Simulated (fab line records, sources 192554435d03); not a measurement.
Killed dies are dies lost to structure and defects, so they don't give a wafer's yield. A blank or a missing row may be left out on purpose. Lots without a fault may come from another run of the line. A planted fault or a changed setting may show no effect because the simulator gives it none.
A struck lot beside a sound one | flow n5_finfet | 21 steps out of a route of 1938
Sound: wafers L112.1, L112.3, L112.5. Struck: wafers L105.1, L105.3, L105.4. The cause comes at the end.
At each step with rows: each side's tool, then ch and its chambers, then its first start. Under that, the readings that differ: sound wafers | struck wafers | difference of the means | sigmas: that difference in standard deviations of wafers without a fault.
alike: readings whose means differ by less than 2 such deviations, and words and numbers that are the same on both sides. not compared: withheld readings, readings that some wafer has no value for, bounds like >300 that may hide the same value, and numbers for which the record gives no deviation and whose values overlap.
The two part at a step that has a row with sigmas, a row that says differs or no value, or rows on one side only. Numbers that don't overlap but have no deviation are shown without sigmas and don't part them. A reading that every wafer of one side lacks parts them only if that side has two wafers or more.

first, 5 steps without rows for these wafers: N5_BEOL_M4_SPUTTER_86 (material Cu, target thk 4.5 nm, time 8.29 s); N5_BEOL_M4_ANNEAL_87 (time 240 s); N5_BEOL_M4_SPUTTER_88 (material Cu, target thk 4.5 nm, time 8.29 s); N5_BEOL_M4_ANNEAL_89 (time 240 s); N5_BEOL_M4_SPUTTER_90 (material Cu, target thk 4.5 nm, time 8.29 s).
N5_BEOL_M4_ANNEAL_91: time 240 s.
  sound on pvd_sputter-01, day 14 15:23; struck on pvd_sputter-01, day 11 06:04
  alike: heater_power_w, susceptor_temp_C
N5_BEOL_M4_SPUTTER_92: material Cu, target thk 4.5 nm, time 8.29 s.
  sound on pvd_sputter-01, day 14 15:31; struck on pvd_sputter-01, day 11 06:13
  alike: substrate_temp_c, throttle_valve_pct
N5_BEOL_M4_ANNEAL_93: time 240 s.
  sound on pvd_sputter-01, day 14 15:36; struck on pvd_sputter-01, day 11 06:17
  alike: heater_power_w, susceptor_temp_C
then, 2 steps without rows for these wafers: N5_BEOL_M4_SPUTTER_94 (material Cu, target thk 4.5 nm, time 8.29 s); N5_BEOL_M4_ANNEAL_95 (time 240 s).
N5_BEOL_M4_SPUTTER_96: material Cu, target thk 4.5 nm, time 8.29 s.
  sound on pvd_sputter-01, day 14 15:58; struck on pvd_sputter-01, day 11 06:39
  alike: substrate_temp_c, throttle_valve_pct
then, 1 step without rows for these wafers: N5_BEOL_M4_ECD_50 (material Cu, target thk 300 nm).
N5_BEOL_M4_ANNEAL_51: time 90 s.
  sound on rtp_anneal-02 ch 0, day 14 16:16; struck on rtp_anneal-02, day 11 06:50
  no value came back on the struck wafers for anneal_temp_c (C), anneal_temp_c_max, wafer_temp_C_max; on the sound wafers anneal_temp_c (C) reads 224.78 224.91 224.90
N5_BEOL_M4_CMP_52: polishes, stops on SiOC, t overpolish 6.8 s, target thk 40 nm.
  sound on cmp-04 ch 0,1,2, day 14 16:36; struck on cmp-04 ch 0,1,2, day 11 07:08
  reading                      | sound          | struck         | difference | sigmas
  barrier_field_endpoint_s (s) | 24.7 25.2 25.9 | 29.8 29.9 29.7 | +4.5       | +8
  time_to_endpoint_s (s)       | 60.5 61.9 62.0 | 80.5 80.5 80.1 | +18.9      | +7
  alike: motor_current_A, overpolish_run_s, slurry_filter_dp_kPa
  not compared: pad_life_wafers
N5_BEOL_M4_PRE_CLEAN_60: time 15 s.
  sound on cvd_co-01 ch 0,1, day 14 16:54; struck on cvd_co-02 ch 0,1,2, day 11 07:28
  alike: heater_power_w
then, 3 steps without rows for these wafers: N5_BEOL_M4_CO_CAP_55 (material Co, precursor CCTBA/H2, target thk 2 nm, time 102.1 s); N5_BEOL_M4_PRE_CLEAN_56 (time 15 s); N5_BEOL_M4_DEP_57 (deposits SiCN from 3MS/NH3, target thk 8 nm, time 14 s).
N5_BEOL_M4_RC_MEAS_101:
  sound on prober-01 ch 0, day 14 17:10; struck on prober-02 ch 0, day 11 07:45
  alike: DIBL_N, DIBL_P, IOFF_N, IOFF_P, ION_N, ION_P, SS_N, SS_P, VT_N, VT_P
  not compared: COMB_M4_max_site
then, 1 step without rows for these wafers: N5_BEOL_M5_ILD_DEP_00 (deposits SiCOH lowk from DEMS/porogen, target thk 140.64 nm, time 25.9 s).
-- the record jumps here: 5 days lie between the struck wafers' starts before and after (it left off in module BEOL_M5 and takes up again in module PASSIVATION, whose first step shown is number 1936 of the route) --
N5_PASSIVATION_PROBE_49:
  sound on prober-01, day 19 19:10; struck on prober-01, day 16 03:46
  reading                  | sound          | struck         | difference | sigmas
  defect_limited_yield (%) | 90.8 91.6 91.9 | 62.4 52.0 53.2 | -35.6      | -27
  killed_at_M4_up          | 21 16 7        | 362 463 466    | +416       | +82
  killed_dies              | 108 99 95      | 444 566 552    | +420       | +26
  killed_on_rim            | 9 13 9         | 152 152 11     | +95        | +24
  sort_n_pass              | 1072 1081 1085 | 736 614 628    | -420       | -26
  sort_yield_pct (%)       | 90.8 91.6 91.9 | 62.4 52.0 53.2 | -35.6      | -27
  alike: killed_at_M0_to_M3, killed_at_contacts, killed_at_front_end, killed_at_other, killed_open, killed_short, sort_bin_5_function, sort_bin_6_memory

WHERE THEY PART
First at N5_BEOL_M4_ANNEAL_51; last, within this record, at N5_PASSIVATION_PROBE_49.

WHY: what the simulator had put in
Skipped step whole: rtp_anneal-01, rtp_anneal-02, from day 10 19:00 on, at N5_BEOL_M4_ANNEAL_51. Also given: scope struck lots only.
